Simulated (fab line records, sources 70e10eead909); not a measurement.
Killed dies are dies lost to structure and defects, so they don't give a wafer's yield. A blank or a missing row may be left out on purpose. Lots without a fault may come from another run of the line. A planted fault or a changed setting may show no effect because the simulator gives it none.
fab line records | flow nand_harc
record lots=7 wafers=21 last_day=34
route steps=1302 shown A_CHANNEL_FILL_D1@492
lots that met no fault: from a run of the same line without faults
start_h: hours from the record's first day to the start of the lot's first wafer shown | wait_h: hours since the lot's step before | " the same as in the row above | L1.1+2: a row that stands for several wafers | - no value, or no start given | * or withheld: withheld | < > ~ a bound
route shown NAME@n: a module of which the file shows steps, and the number in the route of the first | usual: mean/standard deviation of fault-free wafers | same: alike in all rows | chamber/n: place in a boat | sites: the reading at each site | _std_site: their standard deviation | _edge_site: outer sites' mean less inner sites' | radius_mm: how far each site lies from the wafer's centre | mask NAME#n: copy n | behind: the tool/chamber that last shaped the wafer | hold: why the lot was held/for how many hours/how that ended | device: the transistor (n, p or np) that didn't switch | end of line: the same wafers' tests at the end of the route | a step without rows: its recipe alone | killed: dies lost to structure and defects at the first sort, not the wafer's yield | map: a wafer's dies, x killed, . not, _ none there
set.NAME: the setting as run; set.NAME@STEP: as run at that earlier step | model.NAME: the simulator's own value behind a step, which no gauge read
lots at some steps of the route; a table a step, a row a wafer
services: from which hour (start_h, from the record's first day; less than 0 if before it) a tool's chamber was out of use, for how many hours, and why
## steps
# step NHARC_A_CHANNEL_FILL_D1_ALD_02
# recipe target_thk_a=60 pulse_time_s=10 ald_cycles=60 temp_c=300 material=SiO2
# usual heater_power_w=470/39 precursor_pulse_height_rel=0.997/0.02 susceptor_temp_C=300.03/0.18
# same ald_cycles=60
# columns lot.wafer tool chamber start_h wait_h heater_power_w precursor_pulse_height_rel susceptor_temp_C
L354.2 ald_hk-04 2 278.13 - 486 0.987 300.07
L354.1 " 0 " " 424 1.021 299.72
L354.6 " 1 " " 455 1.028 299.89
L359.3 ald_hk-02 3 302.76 - 543 1.003 300.03
L359.5 " 1 " " 433 1.016 299.86
L359.6 " 2 " " 535 1.007 300.10
L361.3 ald_hk-02 0 312.06 - 404 1.007 300.21
L361.2 " 3 " " 534 1.016 300.25
L361.5 " 1 " " 436 0.986 299.99
L360.4 ald_hk-02 0 315.89 - 406 0.984 300.09
L360.3 " 3 " " 530 1.003 299.93
L360.6 " 1 " " 429 1.017 299.79
L362.2 ald_hk-04 0 341.69 - 422 1.009 299.79
L362.1 " 1 " " 454 0.994 300.53
L362.3 " 2 " " 492 0.950 299.88
L369.4 ald_hk-01 0 409.76 - 505 0.976 299.78
L369.2 " 2 " " 466 0.989 299.97
L369.5 " 0 " " 505 1.001 300.10
L371.2 ald_hk-02 0 413.91 - 389 0.992 300.47
L371.5 " 0 " " 390 1.000 300.13
L371.6 " 1 " " 461 0.970 300.28
# step NHARC_A_CHANNEL_FILL_D1_ALD_03
# recipe target_thk_a=60 pulse_time_s=60 ald_cycles=58 temp_c=630 pressure_torr=2 material=SiNx
# step NHARC_A_CHANNEL_FILL_D1_ALD_14
# recipe target_thk_a=25 pulse_time_s=10 ald_cycles=25 temp_c=300 material=SiO2
# usual heater_power_w=474/39 precursor_pulse_height_rel=1.000/0.02 susceptor_temp_C=300.00/0.19
# same ald_cycles=25
# columns lot.wafer tool chamber start_h wait_h heater_power_w precursor_pulse_height_rel susceptor_temp_C
L354.2 ald_hk-01 1 283.14 0.1 472 1.026 300.04
L354.1 " 2 " " 479 0.994 300.08
L354.6 " 1 " " 476 1.021 300.00
L359.3 ald_hk-01 3 309.62 0.1 485 0.975 300.11
L359.6 " 2 " " 457 0.980 299.90
L359.5 " 3 " " 471 0.994 300.05
L361.2 ald_hk-04 2 319.10 0.1 479 0.984 299.83
L361.3 " 0 " " 424 0.992 300.37
L361.5 " 2 " " 482 1.013 299.88
L360.4 ald_hk-01 0 324.05 1.2 507 1.025 -
L360.3 " 1 " " 468 0.966 -
L360.6 " 0 " " 517 0.956 -
L362.3 ald_hk-01 3 348.67 0.0 468 0.986 299.69
L362.2 " 1 " " 476 0.999 299.98
L362.1 " 2 " " 461 0.987 300.24
L369.4 ald_hk-04 1 415.60 0.0 464 0.995 300.10
L369.2 " 3 " " 482 1.004 300.16
L369.5 " 2 " " 479 0.986 300.10
L371.2 ald_hk-02 1 421.06 0.2 440 1.010 300.13
L371.6 " 2 " " 525 1.022 299.79
L371.5 " 3 " " 541 0.996 300.25
# step NHARC_A_CHANNEL_FILL_D1_ALD_15
# recipe target_thk_a=20 pulse_time_s=60 ald_cycles=19 temp_c=630 pressure_torr=2 material=SiNx
# usual precursor_pulse_height_rel=0.997/0.019 susceptor_temp_C=630.0/0.35
# same ald_cycles=19
# columns lot.wafer tool chamber start_h wait_h precursor_pulse_height_rel susceptor_temp_C
L354.1 ald_sin_batch-03 0 - - 1.014 -
L354.2 " 0 " " 1.004 -
L354.6 " 0 " " 1.027 -
L359.3 ald_sin_batch-01 0 - - 1.006 -
L359.5 " 0 " " 1.011 -
L359.6 " 0 " " 0.996 -
L361.2 ald_sin_batch-03 0 - - 1.002 -
L361.3 " 0 " " 1.027 -
L361.5 " 0 " " 1.006 -
L360.3 ald_sin_batch-01 0 - - 1.004 630.2
L360.4 " 0 " " 0.989 629.5
L360.6 " 0 " " 0.998 629.9
L362.1 ald_sin_batch-03 0 - - 1.002 629.8
L362.2 " 0 " " 0.961 629.7
L362.3 " 0 " " 0.991 630.0
L369.2 ald_sin_batch-01 0 - - 0.982 629.3
L369.4 " 0 " " 0.985 629.8
L369.5 " 0 " " 1.003 629.9
L371.2 ald_sin_batch-02 0 - - 0.996 630.0
L371.5 " 0 " " 1.016 630.4
L371.6 " 0 " " 1.001 629.8
# step NHARC_A_CHANNEL_FILL_D1_ALD_16
# recipe target_thk_a=15 pulse_time_s=10 ald_cycles=15 temp_c=300 material=SiO2
# step NHARC_A_CHANNEL_FILL_D1_ANNEAL_17
# recipe temp_c=850 time_s=1800
# step NHARC_A_CHANNEL_FILL_D1_CVD_18
# recipe target_thk_a=30 temp_c=550 material=poly-Si
# step NHARC_A_CHANNEL_FILL_D1_ETCHBACK_19
# recipe target_depth_a=50 time_s=1.7 hbr_flow_sccm=150 cl2_flow_sccm=50 rf_w=400 icp_w=400 bias_w=100 chemistry=HBr/Cl2
# usual drypump_motor_current_A=5.9/0.36 he_backside_leak_sccm=2.73/0.25 oes_product_au=0.997/0.01 throttle_valve_pct=26.407/0.0097
# columns lot.wafer tool chamber start_h wait_h drypump_motor_current_A he_backside_leak_sccm oes_product_au rf_hours_counter_h throttle_valve_pct
L354.1 rie_si-06 2 300.29 0.4 6.0 2.51 1.009 0.2 26.406
L354.2 " 0 " " 5.4 2.85 1.013 0.3 26.414
L354.6 " 1 " " 6.3 3.00 0.988 - 26.402
L359.3 rie_si-06 2 330.35 0.4 6.0 2.52 1.002 0.4 26.401
L359.6 " 1 " " 6.2 2.99 0.976 - 26.407
L359.5 " 2 " " 6.0 2.49 1.005 - 26.399
L361.2 rie_si-06 3 337.30 0.4 6.3 2.67 1.007 0.5 26.421
L361.3 " 2 " " 6.0 2.50 0.997 0.4 26.409
L361.5 " 3 " " 6.3 2.68 1.006 - 26.398
L360.4 rie_si-02 1 341.02 0.4 5.6 2.32 0.988 0.2 26.410
L360.3 " 2 " " 5.6 2.75 0.993 0.3 26.404
L360.6 " 3 " " 6.2 2.88 0.986 - 26.396
L362.2 rie_si-01 0 367.20 0.4 5.7 2.79 0.995 1.0 26.404
L362.3 " 2 " " 5.3 2.38 1.013 1.0 26.408
L362.1 " 3 " " 6.4 2.95 0.996 1.1 26.400
L369.4 rie_si-01 2 434.53 0.4 5.2 2.49 1.005 0.2 26.422
L369.2 " 0 " " 5.7 2.71 0.998 0.3 26.402
L369.5 " 3 " " 6.4 2.92 0.989 - 26.422
L371.2 rie_si-06 1 437.91 0.4 6.2 3.11 1.020 0 26.395
L371.6 " 0 " " 5.4 2.86 1.025 - 26.423
L371.5 " 1 " " 6.2 3.12 1.007 - 26.404
# step NHARC_A_CHANNEL_FILL_D1_ETCHBACK_20
# recipe target_depth_a=270 time_s=13.5 c4f8_flow_sccm=withheld o2_flow_sccm=8 ar_flow_sccm=withheld rf_w=600 bias_w=1500 chemistry=C4F8/O2/Ar
# step NHARC_A_CHANNEL_FILL_D1_STRIP_28
# recipe time_s=20 o2_flow_sccm=500 ar_flow_sccm=0 bias_w=0 chemistry=O2
# usual drypump_motor_current_A=5.7/0.57 oes_product_au=1.002/0.0095 rf_vpp_V=57.8/0.86 showerhead_plenum_p_Torr=3.54/0.12 throttle_valve_pct=17.037/0.0094
# columns lot.wafer tool chamber start_h wait_h drypump_motor_current_A oes_product_au rf_hours_counter_h rf_vpp_V showerhead_plenum_p_Torr throttle_valve_pct
L354.2 rie_diel-09 2 300.50 0.1 5.3 1.014 7.4 57.8 3.68 17.030
L354.1 " 3 " " 5.0 1.016 6.1 56.9 3.47 17.034
L354.6 " 0 " " 5.7 1.017 - 57.2 3.50 17.025
L359.3 rie_diel-09 0 330.58 0.1 5.7 1.006 0.0 58.5 3.50 17.041
L359.6 " 1 " " 6.3 0.998 - 58.4 3.74 17.025
L359.5 " 0 " " 5.7 1.004 - 58.2 3.50 17.020
L361.3 rie_diel-12 3 337.52 0.1 6.5 1.025 3.7 57.4 3.56 17.036
L361.2 " 1 " " 6.1 1.018 3.6 57.3 3.50 17.034
L361.5 " 3 " " 6.5 1.023 - 58.4 3.56 17.014
L360.3 rie_diel-09 0 341.23 0.1 5.7 1.008 0.6 56.8 3.50 17.039
L360.6 " 0 " " 5.7 1.007 - 56.8 3.50 17.044
L360.4 " 1 " " 6.3 1.003 - 56.9 3.73 17.048
L362.1 rie_diel-04 3 367.42 0.1 5.1 1.006 0.0 58.1 3.64 17.057
L362.3 " 1 " " 5.3 0.998 0.0 56.6 3.44 17.031
L362.2 " 2 " " 6.6 0.992 0.0 56.7 3.31 17.045
L369.4 rie_diel-12 3 434.75 0.1 6.6 1.023 8.3 57.4 3.56 17.028
L369.2 " 0 " " 5.1 1.000 9.0 59.3 3.64 17.036
L369.5 " 3 " " 6.6 1.024 - 55.3 3.56 17.040
L371.2 rie_diel-04 3 438.12 0.1 5.1 1.002 2.6 58.0 3.64 17.027
L371.6 " 0 " " 5.5 1.005 - 59.5 3.49 17.022
L371.5 " 1 " " 5.3 1.008 - 58.1 3.43 17.036
# step NHARC_A_CHANNEL_FILL_D1_PRECLEAN_21
# recipe time_s=30 chemistry=dHF
# step NHARC_A_CHANNEL_FILL_D1_SRD_23
# step NHARC_A_CHANNEL_FILL_D1_CVD_05
# recipe target_thk_a=50 temp_c=550 material=poly-Si
# usual spike_tc_bottom_C=572.2/2.4 spike_tc_centre_C=550.6/1.1 zone_power_top_pct=16.1/0.45
# columns lot.wafer tool chamber start_h wait_h spike_tc_bottom_C spike_tc_centre_C zone_power_top_pct
L354.1 lpcvd_poly-01 0 303.07 2.4 571.0 549.5 16.3
L354.2 " 0 " " 568.8 549.6 16.0
L354.6 " 0 " " 570.8 551.8 16.1
L359.3 lpcvd_poly-01 - 333.15 2.4 - - -
L359.5 " - " " - - -
L359.6 " - " " - - -
L361.2 lpcvd_poly-03 - 339.91 2.3 - - -
L361.3 " - " " - - -
L361.5 " - " " - - -
L360.3 lpcvd_poly-01 - 343.81 2.4 - - -
L360.4 " - " " - - -
L360.6 " - " " - - -
L362.1 lpcvd_poly-03 0 370.49 2.9 572.4 550.5 16.4
L362.2 " 0 " " 570.8 550.0 16.5
L362.3 " 0 " " 571.0 552.5 16.6
L369.2 lpcvd_poly-04 0 437.22 2.3 576.6 552.3 15.6
L369.4 " 0 " " 575.5 550.6 15.5
L369.5 " 0 " " 574.7 551.5 15.5
L371.2 lpcvd_poly-04 0 440.58 2.3 576.2 551.2 15.5
L371.5 " 0 " " 575.6 549.3 15.6
L371.6 " 0 " " 574.9 551.2 15.4
# step NHARC_A_CHANNEL_FILL_D1_ANNEAL_22
# recipe temp_c=620 time_s=7200
## services
# columns tool chamber start_h hours kind
rie_diel-12 2 254.69 1.7 repair
ald_sin_batch-02 - 266.00 26.0 pm
rie_diel-12 - 268.40 9.0 pm
rie_si-02 - 277.00 9.0 pm
rie_si-02 1 296.63 8.0 repair
ald_hk-01 - 299.21 10.0 pm
ald_hk-01 0 299.21 10.0 vent_cycle
rie_diel-09 3 301.95 3.1 repair
rie_diel-04 - 309.83 0.2 repair
rie_diel-09 - 316.00 0.7 repair
rie_diel-12 2 318.46 9.1 repair
rie_diel-09 - 320.10 9.0 pm
rie_diel-09 3 329.33 16.3 repair
ald_hk-02 - 348.39 10.0 pm
rie_diel-04 - 354.90 9.0 pm
rie_si-01 - 370.00 9.0 pm
ald_hk-01 - 375.13 0.6 repair
lpcvd_poly-03 - 393.21 26.0 pm
rie_diel-12 3 398.89 1.8 repair
ald_hk-02 - 409.26 2.3 repair
rie_si-06 - 426.00 9.0 pm
rie_diel-12 2 428.15 4.1 repair
rie_si-01 0 436.31 1.1 repair
rie_diel-12 1 437.27 2.3 repair
## key
first_sign step=NHARC_A_CHANNEL_FILL_D1_CVD_05 reading=tool_record direction=missing
effect none on later readings
met_at NHARC_A_CHANNEL_FILL_D1_CVD_05
struck_wafers L359.3,L359.5,L359.6,L360.3,L360.4,L360.6,L361.2,L361.3,L361.5
later_rows_left_out L359.3,L359.5,L359.6,L360.3,L360.4,L360.6,L361.2,L361.3,L361.5
sort_left_out L359.3,L359.5,L359.6,L360.3,L360.4,L360.6,L361.2,L361.3,L361.5
tester_left_out L359,L360,L361
onset_between 303.07 333.15
fault kind=skipped_step_whole tool=lpcvd_poly-01,lpcvd_poly-03 chamber=- onset_h=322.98 steps=NHARC_A_CHANNEL_FILL_D1_CVD_05 scope=struck_lots_only
# tester_left_out: of these lots the tester's yield and bins aren't shown, on N5 and GAA mostly nor the transistor test; their killed dies are dies lost to structure and defects alone, not to doping, threshold or leakage, so they don't give the yield
# sort_left_out: the simulated sort isn't trusted on such a fault, so these wafers' sort isn't shown, and their yield isn't known
# later_rows_left_out: the simulator's readings of these wafers behind a module that went badly wrong aren't trusted and aren't shown, but for the sort
